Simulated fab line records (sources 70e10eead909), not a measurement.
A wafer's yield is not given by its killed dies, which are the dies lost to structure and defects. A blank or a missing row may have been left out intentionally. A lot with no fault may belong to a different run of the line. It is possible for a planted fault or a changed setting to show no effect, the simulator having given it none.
fab line records	flow nand_harc
record lots=24	wafers=72	last_day=34
route steps=1302 shown P_GATE@149 P_CONTACT@242 P_M0@268
lots that met no fault: from a run of the same line without faults
start_h: start of the lot's first displayed wafer, in hours after the record's first day	wait_h: how many hours have passed since the lot's step before this one	" identical to the entry in the row above	L1.1+2: a row that stands for several wafers	- either no value or no given start	* or withheld: withheld	< > ~ a bound
route shown NAME@n: a module of which the file shows steps, and the number in the route of the first	usual: average and standard deviation across the fault-free wafers	same: alike in all rows	chamber/n: place in a boat	sites: readings site by site	_std_site: their standard deviation	_edge_site: inner sites' mean taken away from outer sites' mean	radius_mm: for every site, how far away it sits from the centre of the wafer	mask NAME#n: copy n	behind: tool/chamber where the wafer was last shaped	hold: why the lot went on hold/how many hours it stayed there/how the hold came to an end	device: whichever transistor did not switch (one of n, p or np)	end of line: the tests these same wafers got at the end of their route	where a step has no rows: the recipe by itself	killed: dies that structure and defects cost at the first sort, which is not the same as the wafer's yield	map: dies across one wafer; x = killed, . = not, _ = none there
set.NAME: the setting as run; set.NAME@STEP: as run at that earlier step	model.NAME: the simulator's own value behind a step, which no gauge read
steps of the route over a sample of lots; a table a step, a row a wafer
services: from which hour (start_h, from the record's first day; less than 0 if before it) a tool's chamber was out of use, for how many hours, and why
## steps
# step NHARC_P_GATE_ETCH_32
# recipe target_depth_a=1500	over_etch_frac=1	over_etch_ion_energy_ev=40	time_s=100.1	hbr_flow_sccm=150	cl2_flow_sccm=50	rf_w=400	icp_w=400	bias_w=100	chemistry=HBr/Cl2
# usual chamber_pressure_mTorr=14.999/0.014	drypump_motor_current_A=5.6/0.43	oes_product_au=0.998/0.0098	throttle_valve_pct=26.405/0.0091
lot.wafer	tool	chamber	start_h	wait_h	chamber_pressure_mTorr	drypump_motor_current_A	oes_product_au	rf_hours_counter_h	throttle_valve_pct
L074.3	rie_si-02	0	95.81	-	14.998	5.5	0.997	1.03	26.413
L074.5	"	0	"	"	15.015	5.5	0.999	-	26.412
L074.6	"	1	"	"	14.992	6.0	0.997	-	26.413
L075.2	rie_si-02	2	109.67	-	14.975	5.9	1.014	0.01	26.425
L075.1	"	3	"	"	15.006	5.1	0.990	0.01	26.411
L075.5	"	2	"	"	15.024	5.9	1.006	-	26.403
L076.2	rie_si-06	3	117.43	-	14.999	6.0	1.004	0.30	26.414
L076.6	"	3	"	"	14.993	6.0	1.005	-	26.409
L076.5	"	0	"	"	15.003	5.5	1.003	-	26.399
L077.2	rie_si-06	3	127.72	-	15.005	6.0	1.016	0.41	26.405
L077.3	"	1	"	"	15.000	5.1	0.990	0.12	26.391
L077.5	"	0	"	"	14.982	5.5	0.992	-	26.400
L078.1	rie_si-02	3	139.34	-	14.994	5.1	0.992	0.15	26.410
L078.5	"	3	"	"	15.011	5.1	0.996	-	26.400
L078.6	"	0	"	"	14.982	5.5	0.994	-	26.407
L079.1	rie_si-02	0	151.38	-	14.994	5.5	0.996	0.27	26.401
L079.5	"	1	"	"	15.011	6.0	0.998	-	26.404
L079.6	"	2	"	"	14.992	5.9	1.006	-	26.405
L080.2	rie_si-02	3	166.06	-	15.005	5.1	0.993	0.38	26.410
L080.3	"	1	"	"	15.007	6.0	0.997	0.43	26.394
L080.5	"	3	"	"	14.983	5.1	0.995	-	26.418
L081.3	rie_si-01	0	166.31	-	14.995	5.8	1.009	0.73	26.417
L081.2	"	1	"	"	14.992	5.0	1.006	0.76	26.395
L081.4	"	2	"	"	15.005	6.6	1.001	0.73	26.399
L082.4	rie_si-01	0	176.07	-	15.004	5.8	1.014	0.81	26.407
L082.2	"	2	"	"	15.009	6.6	0.995	0.78	26.418
L082.1	"	3	"	"	14.994	5.4	0.980	0.87	26.411
L083.2	rie_si-02	3	189.54	-	15.023	5.1	0.986	0.49	26.406
L083.1	"	0	"	"	15.002	5.5	0.999	0.48	26.392
L083.3	"	1	"	"	15.006	6.0	0.989	0.53	26.407
L084.1	rie_si-02	3	196.04	-	14.991	5.1	0.993	0.59	26.428
L084.2	"	0	"	"	14.991	5.5	0.998	0.55	26.402
L084.6	"	0	"	"	14.969	5.5	1.003	-	26.409
L086.1	rie_si-02	3	209.82	-	15.008	5.1	0.987	0.69	26.404
L086.2	"	0	"	"	15.011	5.5	1.005	0.68	26.412
L086.5	"	2	"	"	14.981	5.9	1.004	-	26.391
L085.2	rie_si-06	2	210.48	-	15.002	6.2	1.014	0.80	26.409
L085.3	"	3	"	"	15.001	6.0	1.006	0.87	26.420
L085.6	"	0	"	"	15.013	5.6	0.986	-	26.401
L087.1	rie_si-01	0	229.97	-	14.993	5.8	1.008	0.16	26.409
L087.3	"	1	"	"	15.023	4.9	1.008	0.11	26.402
L087.6	"	3	"	"	15.004	5.4	1.015	-	26.416
L089.2	rie_si-01	1	246.99	-	14.999	5.0	1.005	0.20	26.412
L089.5	"	3	"	"	14.989	5.4	1.008	-	26.409
L089.6	"	0	"	"	14.956	5.8	1.014	-	26.395
L088.3	rie_si-02	2	247.84	-	14.989	5.9	1.004	0.96	26.403
L088.2	"	0	"	"	14.996	5.5	1.006	0.89	26.406
L088.5	"	3	"	"	14.992	5.1	1.001	-	26.411
L090.2	rie_si-06	3	260.72	-	14.998	6.0	0.995	0.01	26.409
L090.6	"	0	"	"	14.973	5.5	0.987	-	26.409
L090.5	"	1	"	"	15.014	5.1	0.977	-	26.391
L091.4	rie_si-01	0	264.89	-	14.988	5.8	1.014	0.42	26.397
L091.2	"	1	"	"	15.017	5.0	0.993	0.32	26.410
L091.6	"	3	"	"	15.031	5.5	1.003	-	26.407
L092.1	rie_si-01	0	277.28	-	15.021	5.8	1.016	0.46	26.410
L092.4	"	1	"	"	15.020	5.0	1.004	0.36	26.402
L092.2	"	2	"	"	14.973	6.6	1.025	0.45	26.414
L093.4	rie_si-02	3	290.94	-	14.975	5.2	0.997	0.01	26.396
L093.1	"	0	"	"	14.999	5.5	0.999	0.01	26.413
L093.6	"	2	"	"	14.972	5.9	0.980	-	26.415
L094.4	rie_si-06	2	301.01	-	15.009	6.2	1.007	0.21	26.412
L094.1	"	0	"	"	15.008	5.5	1.000	0.21	26.387
L094.5	"	2	"	"	15.010	6.2	0.995	-	26.405
L095.2	rie_si-01	3	301.78	-	15.007	5.4	1.000	0.72	26.416
L095.6	"	3	"	"	15.007	5.4	1.000	-	26.407
L095.5	"	0	"	"	14.998	5.7	0.999	-	26.428
L096.3	rie_si-06	0	315.56	-	15.003	5.5	1.003	0.31	26.395
L096.4	"	2	"	"	15.023	6.2	0.992	0.34	26.397
L096.1	"	3	"	"	14.993	6.0	1.004	0.31	26.401
L097.1	rie_si-02	2	323.80	-	14.991	5.9	0.987	0.30	26.408
L097.2	"	1	"	"	15.010	6.0	0.991	0.22	26.396
L097.5	"	3	"	"	15.009	5.1	0.995	-	26.412
# step NHARC_P_GATE_STRIP_111
# recipe power_w=1500	temp_c=110	time_s=250	chemistry=N2/H2
# usual drypump_motor_current_A=5.9/0.44	heater_power_w=93/6	temp_c=109.99/0.13
lot.wafer	tool	chamber	start_h	wait_h	drypump_motor_current_A	heater_power_w	rf_hours_counter_h	temp_c
L074.3	plasma_asher-01	0	107.90	0.2	6.4	98	-	110.05
L074.6	"	0	"	"	6.4	96	-	110.13
L074.5	"	1	"	"	5.3	94	-	109.97
L075.1	plasma_asher-01	0	121.62	0.2	6.4	98	26	109.98
L075.2	"	1	"	"	5.3	98	26	109.84
L075.5	"	1	"	"	5.3	97	-	109.85
L076.2	plasma_asher-02	0	129.16	0.2	5.9	87	9	109.95
L076.5	"	1	"	"	6.2	93	-	110.11
L076.6	"	0	"	"	5.9	87	-	109.82
L077.2	plasma_asher-01	1	139.50	0.2	5.3	94	29	109.92
L077.3	"	0	"	"	6.4	98	-	109.96
L077.5	"	1	"	"	5.3	96	-	109.94
L078.1	plasma_asher-01	0	151.25	0.2	6.3	98	32	109.86
L078.6	"	1	"	"	5.3	97	-	110.24
L078.5	"	0	"	"	6.3	98	-	109.75
L079.1	plasma_asher-01	0	163.65	0.2	6.4	97	34	110.24
L079.6	"	0	"	"	6.4	98	-	109.88
L079.5	"	1	"	"	5.3	96	-	109.96
L080.2	plasma_asher-02	0	177.73	0.2	5.9	84	19	109.90
L080.3	"	1	"	"	6.2	93	-	110.29
L080.5	"	1	"	"	6.2	90	-	110.18
L081.2	plasma_asher-01	0	178.17	0.2	6.3	95	0	109.81
L081.3	"	0	"	"	6.3	93	-	109.87
L081.4	"	1	"	"	5.3	100	-	109.89
L082.1	plasma_asher-02	1	189.99	0.2	6.2	93	22	109.90
L082.2	"	0	"	"	5.9	86	22	109.66
L082.4	"	1	"	"	6.2	93	-	110.09
L083.2	plasma_asher-01	0	201.35	0.2	6.4	95	5	110.31
L083.1	"	1	"	"	5.3	100	5	109.99
L083.3	"	0	"	"	6.4	92	-	110.33
L084.1	plasma_asher-02	1	207.89	0.2	6.2	90	25	109.87
L084.2	"	0	"	"	5.9	85	25	110.13
L084.6	"	0	"	"	5.9	85	-	110.19
L086.2	plasma_asher-02	1	221.62	0.2	6.2	92	29	110.05
L086.1	"	0	"	"	5.9	86	29	110.08
L086.5	"	1	"	"	6.2	92	-	109.98
L085.2	plasma_asher-02	1	222.29	0.2	6.2	92	30	110.06
L085.3	"	1	"	"	6.2	93	-	110.08
L085.6	"	1	"	"	6.3	94	-	110.07
L087.1	plasma_asher-02	1	243.87	0.2	6.3	92	34	110.13
L087.3	"	1	"	"	6.3	92	-	109.86
L087.6	"	0	"	"	5.9	84	-	109.95
L089.2	plasma_asher-02	1	258.87	0.2	6.2	90	0	109.97
L089.6	"	1	"	"	6.2	90	-	109.89
L089.5	"	0	"	"	5.9	77	-	109.94
L088.2	plasma_asher-02	1	261.74	0.2	6.2	89	1	110.23
L088.3	"	1	"	"	6.2	91	-	110.10
L088.5	"	0	"	"	5.9	79	-	110.28
L090.2	plasma_asher-02	0	272.55	0.2	5.9	80	2	109.92
L090.6	"	0	"	"	5.9	80	-	109.94
L090.5	"	1	"	"	6.2	90	-	109.93
L091.2	plasma_asher-01	1	276.73	0.2	5.3	99	22	110.05
L091.4	"	1	"	"	5.3	97	-	109.99
L091.6	"	1	"	"	5.3	99	-	110.11
L092.2	plasma_asher-01	1	289.16	0.2	5.3	97	24	109.86
L092.1	"	0	"	"	6.3	95	24	109.97
L092.4	"	0	"	"	6.4	93	-	109.96
L093.1	plasma_asher-01	1	302.61	0.2	5.3	102	27	109.88
L093.4	"	0	"	"	6.3	95	-	109.75
L093.6	"	0	"	"	6.4	94	-	109.83
L094.1	plasma_asher-01	0	312.73	0.2	6.3	95	29	109.93
L094.4	"	1	"	"	5.3	100	-	109.84
L094.5	"	1	"	"	5.3	101	-	110.19
L095.2	plasma_asher-01	0	314.07	0.2	6.3	94	29	109.94
L095.5	"	1	"	"	5.3	99	-	109.96
L095.6	"	0	"	"	6.3	95	-	109.83
L096.1	plasma_asher-01	0	327.86	0.2	6.3	94	32	110.00
L096.3	"	0	"	"	6.3	92	-	109.98
L096.4	"	1	"	"	5.3	96	-	110.08
L097.1	plasma_asher-01	1	335.53	0.2	5.3	101	35	110.06
L097.2	"	0	"	"	6.3	95	35	110.01
L097.5	"	1	"	"	5.3	102	-	110.02
# step NHARC_P_CONTACT_STRIP_28
# recipe o2_flow_sccm=500	ar_flow_sccm=0	bias_w=0	chemistry=O2
# usual chamber_pressure_mTorr=59.99/0.053	drypump_motor_current_A=5.9/0.5	oes_product_au=1.000/0.0089	rf_vpp_V=57.8/0.96	showerhead_plenum_p_Torr=3.54/0.15	throttle_valve_pct=17.034/0.009
lot.wafer	tool	chamber	start_h	wait_h	chamber_pressure_mTorr	drypump_motor_current_A	oes_product_au	rf_hours_counter_h	rf_vpp_V	showerhead_plenum_p_Torr	throttle_valve_pct
L074.3	rie_diel-07	3	116.78	0.1	59.97	5.8	1.014	8.3	57.6	3.37	17.037
L074.6	"	1	"	"	60.01	6.6	1.006	-	58.0	3.76	17.039
L074.5	"	2	"	"	60.02	5.8	0.987	-	57.6	3.48	17.027
L075.1	rie_diel-04	1	130.09	0.1	59.99	6.4	0.987	3.7	56.4	3.66	17.035
L075.2	"	2	"	"	59.99	5.9	0.996	3.5	57.3	3.70	17.034
L075.5	"	1	"	"	60.07	6.5	0.996	-	58.0	3.66	17.036
L076.2	rie_diel-04	1	137.67	0.1	60.06	6.4	1.001	3.8	58.4	3.66	17.044
L076.5	"	3	"	"	60.01	6.1	1.003	-	58.1	3.52	17.032
L076.6	"	0	"	"	60.06	5.6	1.010	-	59.6	3.61	17.027
L077.3	rie_diel-07	1	148.37	0.1	60.02	6.5	0.988	1.6	59.7	3.76	17.028
L077.2	"	3	"	"	60.06	5.8	1.009	1.7	57.7	3.37	17.032
L077.5	"	1	"	"	60.03	6.5	0.992	-	57.4	3.76	17.025
L078.1	rie_diel-08	1	160.63	0.1	59.98	6.0	1.001	3.8	59.7	3.64	17.034
L078.5	"	3	"	"	59.96	6.6	1.004	-	56.7	3.43	17.045
L078.6	"	0	"	"	59.99	6.1	1.001	-	55.9	3.34	17.043
L079.1	rie_diel-07	0	172.62	0.1	59.94	5.2	1.001	3.2	57.3	3.36	17.019
L079.5	"	3	"	"	59.98	5.8	1.007	-	57.9	3.37	17.021
L079.6	"	0	"	"	59.93	5.2	1.008	-	57.2	3.36	17.038
L080.2	rie_diel-08	0	186.31	0.1	60.00	6.1	1.021	3.6	56.3	3.34	17.023
L080.3	"	2	"	"	59.96	4.8	0.991	2.5	58.8	3.71	17.031
L080.5	"	3	"	"	59.97	6.6	1.015	-	58.1	3.43	17.031
L081.4	rie_diel-07	3	186.93	0.1	60.06	5.8	1.003	4.6	57.6	3.37	17.024
L081.2	"	0	"	"	60.04	5.2	1.007	4.1	57.2	3.36	17.044
L081.3	"	1	"	"	59.98	6.5	0.997	4.3	59.9	3.76	17.043
L082.4	rie_diel-07	2	198.93	0.1	60.00	5.8	0.998	5.1	57.6	3.48	17.047
L082.2	"	3	"	"	59.94	5.8	1.015	4.9	57.8	3.37	17.044
L082.1	"	1	"	"	60.08	6.5	0.999	4.5	59.1	3.76	17.028
L083.1	rie_diel-07	2	210.29	0.1	60.09	5.8	0.996	5.3	57.3	3.48	17.026
L083.2	"	3	"	"	60.07	5.8	1.006	5.2	58.7	3.37	17.049
L083.3	"	1	"	"	59.99	6.5	0.997	4.7	58.5	3.76	17.025
L084.2	rie_diel-07	0	216.82	0.1	59.91	5.2	1.008	5.1	58.2	3.36	17.038
L084.1	"	3	"	"	60.06	5.8	1.011	5.7	57.5	3.37	17.035
L084.6	"	0	"	"	59.98	5.2	1.006	-	57.5	3.36	17.028
L086.2	rie_diel-08	0	230.48	0.1	60.02	6.1	1.020	0.8	57.8	3.34	17.027
L086.1	"	2	"	"	59.98	4.8	0.988	0.8	57.1	3.71	17.023
L086.5	"	3	"	"	60.12	6.6	1.005	-	58.6	3.43	17.023
L085.2	rie_diel-04	3	231.41	0.1	60.03	6.2	0.990	1.9	57.2	3.51	17.032
L085.3	"	0	"	"	60.08	5.6	1.005	1.8	58.2	3.60	17.042
L085.6	"	0	"	"	59.89	5.6	0.994	-	58.5	3.60	17.037
L087.3	rie_diel-07	2	252.67	0.1	59.96	5.8	0.987	7.4	58.7	3.48	17.043
L087.1	"	0	"	"	59.99	5.2	0.997	6.5	57.7	3.36	17.035
L087.6	"	1	"	"	59.95	6.5	1.001	-	57.7	3.76	17.028
L089.2	rie_diel-07	3	267.70	0.1	60.01	5.8	1.001	7.5	57.1	3.36	17.034
L089.5	"	0	"	"	59.94	5.2	1.001	-	57.7	3.36	17.054
L089.6	"	1	"	"	59.95	6.5	0.997	-	58.8	3.76	17.055
L088.2	rie_diel-07	3	270.38	0.1	59.94	5.8	1.010	7.7	56.9	3.36	17.039
L088.3	"	0	"	"	60.01	5.2	1.006	7.3	57.2	3.36	17.035
L088.5	"	2	"	"	60.03	5.8	0.990	-	57.2	3.48	17.043
L090.2	rie_diel-07	2	281.19	0.1	59.96	5.8	0.995	8.1	58.1	3.48	17.051
L090.6	"	1	"	"	59.97	6.5	1.001	-	59.7	3.76	17.035
L090.5	"	2	"	"	59.95	5.8	1.000	-	57.4	3.48	17.040
L091.4	rie_diel-04	2	285.41	0.1	59.96	5.8	0.984	3.6	58.5	3.70	17.033
L091.2	"	0	"	"	59.96	5.6	0.993	3.0	58.1	3.60	17.037
L091.6	"	1	"	"	60.02	6.4	0.999	-	56.8	3.66	17.031
L092.4	rie_diel-04	1	298.28	0.1	60.03	6.4	1.008	1.6	57.5	3.66	17.038
L092.2	"	2	"	"	59.95	5.9	0.988	3.8	57.2	3.70	17.026
L092.1	"	3	"	"	59.98	6.2	0.993	3.9	58.4	3.51	17.046
L093.1	rie_diel-07	1	311.29	0.1	60.03	6.5	1.012	0.4	57.1	3.76	17.044
L093.4	"	3	"	"	60.02	5.8	1.012	0.3	58.2	3.36	17.052
L093.6	"	2	"	"	59.82	5.8	0.984	-	56.4	3.48	17.031
L094.4	rie_diel-04	3	321.39	0.1	59.93	6.2	0.984	4.5	57.4	3.51	17.035
L094.1	"	0	"	"	60.03	5.6	0.998	3.9	57.9	3.60	17.043
L094.5	"	1	"	"	60.04	6.4	0.995	-	59.3	3.66	17.035
L095.2	rie_diel-08	0	322.97	0.1	59.99	6.1	1.008	3.8	58.6	3.34	17.035
L095.6	"	2	"	"	60.03	4.8	0.998	-	56.9	3.71	17.036
L095.5	"	3	"	"	60.05	6.6	1.004	-	56.7	3.43	17.012
L096.4	rie_diel-08	2	336.36	0.1	60.00	4.7	0.993	3.7	57.1	3.71	17.034
L096.3	"	0	"	"	59.98	6.1	1.014	4.0	56.1	3.34	17.029
L096.1	"	1	"	"	60.03	6.0	1.009	3.8	57.8	3.64	17.027
L097.2	rie_diel-08	1	344.18	0.1	59.94	6.0	1.000	3.9	57.9	3.64	17.037
L097.1	"	3	"	"	59.87	6.6	0.997	4.1	58.6	3.43	17.005
L097.5	"	2	"	"	60.02	4.8	0.994	-	57.7	3.71	17.015
# step NHARC_P_M0_ETCH_15
# recipe target_depth_a=1500	overetch_a=150	time_s=82.5	c4f8_flow_sccm=withheld	ar_flow_sccm=400	rf_w=600	bias_w=300	chemistry=C4F8/Ar
# usual chamber_pressure_mTorr=24.999/0.021	oes_product_au=0.953/0.019	rf_vpp_V=441/3.3
lot.wafer	tool	chamber	start_h	wait_h	chamber_pressure_mTorr	oes_product_au	rf_hours_counter_h	rf_vpp_V
L074.3	rie_diel-03	1	-	-	25.005	0.956	1	436
L074.6	"	1	"	"	24.982	0.958	-	438
L074.5	"	2	"	"	25.010	0.972	-	444
L075.2	rie_diel-03	0	-	-	24.982	0.964	2	446
L075.1	"	2	"	"	24.984	0.949	2	444
L075.5	"	1	"	"	24.980	0.961	-	436
L076.2	rie_diel-03	3	-	-	25.027	0.952	4	444
L076.6	"	3	"	"	24.997	0.952	-	444
L076.5	"	0	"	"	24.992	0.939	-	445
L077.3	rie_diel-03	2	-	-	24.980	0.955	3	445
L077.2	"	1	"	"	25.012	0.947	5	437
L077.5	"	2	"	"	24.987	0.958	-	444
L078.1	rie_diel-05	1	-	-	24.970	0.976	29	439
L078.6	"	0	"	"	25.035	0.945	-	437
L078.5	"	1	"	"	25.025	0.989	-	439
L079.1	rie_diel-03	1	-	-	24.978	0.961	9	437
L079.6	"	0	"	"	25.001	0.921	-	444
L079.5	"	1	"	"	25.018	0.967	-	436
L080.2	rie_diel-03	3	-	-	24.999	0.940	12	443
L080.3	"	0	"	"	25.017	0.921	13	444
L080.5	"	3	"	"	24.994	0.951	-	443
L081.3	rie_diel-03	0	-	-	25.002	0.919	13	446
L081.4	"	1	"	"	25.007	0.932	12	437
L081.2	"	2	"	"	24.974	0.951	10	445
L082.2	rie_diel-05	1	-	-	25.016	0.971	41	439
L082.1	"	2	"	"	24.987	0.987	46	438
L082.4	"	3	"	"	24.970	0.996	50	443
L083.3	rie_diel-13	1	-	-	25.038	0.941	14	440
L083.2	"	2	"	"	25.028	0.919	13	439
L083.1	"	0	"	"	24.988	0.963	16	438
L084.1	rie_diel-03	0	-	-	24.978	0.963	18	445
L084.2	"	2	"	"	25.009	0.957	16	444
L084.6	"	1	"	"	25.030	0.971	-	437
L086.2	rie_diel-03	2	-	-	25.033	0.974	17	444
L086.1	"	3	"	"	25.021	0.982	18	444
L086.5	"	1	"	"	24.973	0.948	-	437
L085.2	rie_diel-03	1	-	-	24.989	0.935	19	439
L085.3	"	2	"	"	25.024	0.942	17	445
L085.6	"	0	"	"	24.996	0.944	-	445
L087.1	rie_diel-03	1	-	-	24.997	0.982	22	437
L087.3	"	3	"	"	24.966	0.966	23	442
L087.6	"	0	"	"	24.978	0.964	-	444
L089.2	rie_diel-05	2	-	-	24.972	0.961	12	437
L089.6	"	0	"	"	25.018	0.961	-	447
L089.5	"	1	"	"	25.000	0.973	-	439
L088.2	rie_diel-03	0	-	-	25.002	0.984	25	442
L088.3	"	1	"	"	24.979	0.962	27	437
L088.5	"	3	"	"	25.030	0.987	-	443
L090.2	rie_diel-05	0	-	-	25.009	0.982	13	447
L090.5	"	2	"	"	24.990	0.954	-	437
L090.6	"	3	"	"	25.032	0.960	-	443
L091.4	rie_diel-05	3	-	-	24.968	0.949	14	442
L091.2	"	0	"	"	24.979	0.935	14	446
L091.6	"	2	"	"	24.978	0.935	-	437
L092.4	rie_diel-13	0	-	-	25.019	0.930	54	438
L092.1	"	1	"	"	24.985	0.918	53	438
L092.2	"	2	"	"	24.958	0.926	48	440
L093.1	rie_diel-05	3	-	-	24.977	0.948	23	442
L093.6	"	3	"	"	24.985	0.954	-	442
L093.4	"	0	"	"	24.961	0.952	-	444
L094.4	rie_diel-13	3	-	-	25.018	0.938	58	439
L094.1	"	0	"	"	25.027	0.930	62	436
L094.5	"	3	"	"	25.013	0.933	-	440
L095.2	rie_diel-03	2	-	-	24.975	0.975	6	443
L095.6	"	1	"	"	24.993	0.954	-	437
L095.5	"	2	"	"	25.002	0.974	-	444
L096.3	rie_diel-03	1	-	-	24.987	0.913	8	437
L096.1	"	2	"	"	24.988	0.932	9	444
L096.4	"	3	"	"	24.998	0.924	-	445
L097.2	rie_diel-03	1	-	-	25.014	0.954	10	437
L097.1	"	3	"	"	25.037	0.959	10	444
L097.5	"	2	"	"	25.008	0.974	-	445
# step NHARC_P_M0_DEGAS_28
# recipe temp_c=250	time_s=60
# usual heater_power_w=327/28
lot.wafer	tool	chamber	start_h	wait_h	heater_power_w
L074.3	pvd_sputter-03	-	120.80	-	311
L074.5	"	-	"	"	309
L074.6	"	-	"	"	330
L075.1	pvd_sputter-03	-	134.50	-	306
L075.2	"	-	"	"	331
L075.5	"	-	"	"	306
L076.2	pvd_sputter-01	-	141.79	-	350
L076.5	"	-	"	"	362
L076.6	"	-	"	"	336
L077.2	pvd_sputter-03	-	152.60	-	315
L077.3	"	-	"	"	308
L077.5	"	-	"	"	302
L078.1	pvd_sputter-01	-	164.65	-	343
L078.6	"	-	"	"	340
L078.5	"	-	"	"	341
L079.1	pvd_sputter-02	-	176.76	-	325
L079.6	"	-	"	"	341
L079.5	"	-	"	"	324
L080.2	pvd_sputter-03	-	190.31	-	362
L080.3	"	-	"	"	292
L080.5	"	-	"	"	355
L081.4	pvd_sputter-01	-	191.11	-	344
L081.2	"	-	"	"	339
L081.3	"	-	"	"	355
L082.2	pvd_sputter-03	-	202.94	-	299
L082.4	"	-	"	"	312
L082.1	"	-	"	"	357
L083.1	pvd_sputter-03	-	215.01	-	366
L083.2	"	-	"	"	298
L083.3	"	-	"	"	323
L084.1	pvd_sputter-02	-	220.93	-	328
L084.2	"	-	"	"	256
L084.6	"	-	"	"	353
L086.2	pvd_sputter-03	-	234.62	-	325
L086.1	"	-	"	"	362
L086.5	"	-	"	"	311
L085.2	pvd_sputter-03	-	235.68	-	329
L085.3	"	-	"	"	360
L085.6	"	-	"	"	308
L087.1	pvd_sputter-03	-	256.68	-	360
L087.3	"	-	"	"	306
L087.6	"	-	"	"	333
L089.2	pvd_sputter-02	-	271.95	-	310
L089.5	"	-	"	"	345
L089.6	"	-	"	"	322
L088.2	pvd_sputter-02	-	275.26	-	324
L088.3	"	-	"	"	256
L088.5	"	-	"	"	349
L090.2	pvd_sputter-03	-	285.24	-	332
L090.5	"	-	"	"	287
L090.6	"	-	"	"	314
L091.2	pvd_sputter-03	-	289.46	-	310
L091.4	"	-	"	"	367
L091.6	"	-	"	"	330
L092.1	pvd_sputter-02	-	302.41	-	364
L092.4	"	-	"	"	327
L092.2	"	-	"	"	256
L093.1	pvd_sputter-01	-	315.36	-	350
L093.4	"	-	"	"	318
L093.6	"	-	"	"	354
L094.4	pvd_sputter-01	-	325.62	-	341
L094.1	"	-	"	"	353
L094.5	"	-	"	"	355
L095.2	pvd_sputter-02	-	327.16	-	255
L095.6	"	-	"	"	362
L095.5	"	-	"	"	316
L096.1	pvd_sputter-01	-	340.58	-	343
L096.3	"	-	"	"	319
L096.4	"	-	"	"	326
L097.2	pvd_sputter-02	-	348.40	-	258
L097.1	"	-	"	"	321
L097.5	"	-	"	"	318
# step NHARC_P_M0_ANNEAL_30
# recipe temp_c=225	time_s=90
# usual anneal_temp_c=225.01/0.17	wafer_temp_C_max=226.02/0.23
lot.wafer	tool	chamber	start_h	wait_h	anneal_temp_c	wafer_temp_C_max
L074.3	rtp_anneal-02	0	121.62	0.3	225.09	225.90
L074.5	"	0	"	"	224.93	226.18
L074.6	"	0	"	"	225.18	226.32
L075.1	rtp_anneal-02	0	135.23	-	224.90	226.09
L075.2	"	0	"	"	225.10	225.85
L075.5	"	0	"	"	224.93	225.92
L076.2	rtp_anneal-01	0	142.56	0.3	224.83	225.80
L076.5	"	0	"	"	225.05	226.03
L076.6	"	0	"	"	225.05	225.91
L077.2	rtp_anneal-02	0	153.39	0.3	225.22	225.78
L077.3	"	0	"	"	225.29	226.16
L077.5	"	0	"	"	225.06	226.38
L078.1	rtp_anneal-01	0	165.37	0.3	225.18	226.01
L078.5	"	0	"	"	225.32	225.91
L078.6	"	0	"	"	225.02	226.39
L079.1	rtp_anneal-01	0	177.48	-	225.30	226.12
L079.5	"	0	"	"	225.20	225.96
L079.6	"	0	"	"	225.12	225.94
L080.2	rtp_anneal-02	0	191.09	0.4	224.92	225.86
L080.3	"	0	"	"	224.98	226.21
L080.5	"	0	"	"	225.20	226.00
L081.2	rtp_anneal-01	0	191.90	0.4	225.06	225.81
L081.3	"	0	"	"	224.89	226.11
L081.4	"	0	"	"	225.21	225.87
L082.1	rtp_anneal-01	0	203.67	-	224.98	226.37
L082.2	"	0	"	"	225.27	225.97
L082.4	"	0	"	"	225.08	226.22
L083.1	rtp_anneal-02	0	215.75	0.3	225.00	226.41
L083.2	"	0	"	"	225.08	225.84
L083.3	"	0	"	"	225.18	226.21
L084.1	rtp_anneal-02	0	221.65	0.3	224.78	226.22
L084.2	"	0	"	"	224.94	225.87
L084.6	"	0	"	"	224.93	225.98
L086.1	rtp_anneal-02	0	235.35	-	224.58	225.85
L086.2	"	0	"	"	224.87	225.63
L086.5	"	0	"	"	224.93	225.69
L085.2	rtp_anneal-02	0	236.46	0.3	225.18	226.08
L085.3	"	0	"	"	224.76	226.10
L085.6	"	0	"	"	225.09	226.11
L087.1	rtp_anneal-01	0	257.41	-	225.00	225.99
L087.3	"	0	"	"	225.15	225.94
L087.6	"	0	"	"	225.08	225.83
L089.2	rtp_anneal-02	0	272.72	0.4	224.75	226.03
L089.5	"	0	"	"	225.23	225.51
L089.6	"	0	"	"	225.22	225.78
L088.2	rtp_anneal-01	0	276.04	0.4	224.97	226.23
L088.3	"	0	"	"	224.94	225.69
L088.5	"	0	"	"	224.92	225.85
L090.2	rtp_anneal-01	0	286.02	0.4	224.79	226.20
L090.5	"	0	"	"	225.01	226.10
L090.6	"	0	"	"	224.77	225.75
L091.2	rtp_anneal-02	0	290.25	0.3	224.88	226.12
L091.4	"	0	"	"	224.89	226.37
L091.6	"	0	"	"	225.13	226.23
L092.1	rtp_anneal-02	0	303.16	0.3	225.24	226.33
L092.2	"	0	"	"	225.06	226.26
L092.4	"	0	"	"	225.35	226.18
L093.1	rtp_anneal-01	0	316.11	-	224.74	225.56
L093.4	"	0	"	"	224.87	225.70
L093.6	"	0	"	"	224.66	225.89
L094.1	rtp_anneal-02	0	326.37	0.3	225.10	226.46
L094.4	"	0	"	"	225.03	226.26
L094.5	"	0	"	"	224.79	226.10
L095.2	rtp_anneal-02	0	327.94	0.3	224.98	226.03
L095.5	"	0	"	"	224.92	226.28
L095.6	"	0	"	"	224.97	225.97
L096.1	rtp_anneal-01	0	341.32	-	224.77	226.03
L096.3	"	0	"	"	224.97	225.60
L096.4	"	0	"	"	224.59	226.12
L097.1	rtp_anneal-01	0	349.14	-	225.16	226.11
L097.2	"	0	"	"	225.16	225.94
L097.5	"	0	"	"	225.11	225.75
## services
tool	chamber	start_h	hours	kind
plasma_asher-02	-	72.24	9.0	pm
pvd_sputter-03	-	75.22	8.9	repair
rie_si-02	-	100.00	9.0	pm
rie_diel-03	-	104.30	9.0	pm
rie_diel-07	3	107.83	1.4	repair
pvd_sputter-03	-	114.56	2.0	repair
rie_diel-07	-	117.20	9.0	pm
rie_diel-03	2	136.78	12.3	repair
rie_diel-07	2	151.16	1.4	repair
plasma_asher-01	-	165.00	9.0	pm
pvd_sputter-03	-	170.02	10.0	pm
rie_si-02	-	178.47	0.9	repair
pvd_sputter-03	-	225.75	2.8	repair
rie_diel-07	1	231.36	6.3	repair
rie_diel-07	1	238.83	4.8	repair
plasma_asher-02	-	249.24	9.0	pm
rie_diel-07	2	274.64	3.6	repair
rie_si-02	-	277.00	9.0	pm
rie_diel-03	-	281.30	9.0	pm
rie_diel-07	-	294.20	9.0	pm
rie_diel-03	-	306.81	0.7	repair
rie_diel-03	0	317.86	50.9	repair
plasma_asher-01	-	342.00	9.0	pm
pvd_sputter-03	-	348.02	10.0	pm
## key
fault none
